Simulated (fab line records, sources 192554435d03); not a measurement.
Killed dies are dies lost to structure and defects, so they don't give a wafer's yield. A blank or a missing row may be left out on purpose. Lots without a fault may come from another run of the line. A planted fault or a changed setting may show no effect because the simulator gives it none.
Chamber matching | flow n5_finfet | N5_ILD0_CMP_03 on cmp-01: 4 sister chambers
The step polishes, stops on SiNx, t overpolish 1.9 s, target thk 197.38 nm. 8 wafers are shown with their chamber, then 12 later ones without.

WAFERS WITH THEIR CHAMBER
wafer  | chamber | motor_current_A (A) | time_to_endpoint_s (s)
L089.1 | 1       | 13.2                | 70
L089.5 | 1       | 13.0                | 70
L089.6 | 2       | 11.7                | 68
L090.2 | 2       | 11.2                | 65
L090.5 | 0       | 12.4                | 71
L091.1 | 3       | 11.8                | 69
L091.2 | 0       | 12.4                | 76
L091.6 | 3       | 12.2                | 68

WAFERS WITHOUT THEIR CHAMBER
wafer  | motor_current_A (A) | time_to_endpoint_s (s)
L092.1 | 12.4                | 75
L092.3 | 11.4                | 70
L092.4 | 12.2                | 72
L093.2 | 11.6                | 73
L093.4 | 12.5                | 75
L093.5 | 12.5                | 75
L096.2 | 13.2                | 65
L096.4 | 12.2                | 71
L096.5 | 13.3                | 65
L097.1 | 12.3                | 68
L097.3 | 13.0                | 60
L097.5 | 12.3                | 64

WHICH CHAMBER EACH WENT THROUGH
wafer  | from the rows above          | in truth
L092.1 | 0                            | 0
L092.3 | can't be placed: 2 or 3      | 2
L092.4 | can't be placed: 0 or 3      | 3
L093.2 | can't be placed: 3 or 2 or 0 | 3
L093.4 | 0                            | 0
L093.5 | 0                            | 0
L096.2 | 1                            | 1
L096.4 | can't be placed: 3 or 0      | 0
L096.5 | 1                            | 1
L097.1 | can't be placed: 3 or 0      | 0
L097.3 | can't be placed: 1 or 3      | 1
L097.5 | can't be placed: 3 or 2 or 1 | 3
Placed correctly: 5 of 12. Can't be placed from these rows: 7 (the true chamber is among the candidates in 7). Placed wrongly: 0.
How it was worked out, from the rows above alone: a wafer's distance from a chamber is the root of the sum, over the readings, of the square of ((its reading less the chamber's mean) divided by the reading's scatter). The wafer belongs to the nearest chamber; if the next one is less than 2 further off, it can't be placed. A chamber's mean is the mean of its shown wafers. The scatter: the root of (the sum of the squares of (reading less its chamber's mean) over the shown wafers, divided by (wafers less chambers)).
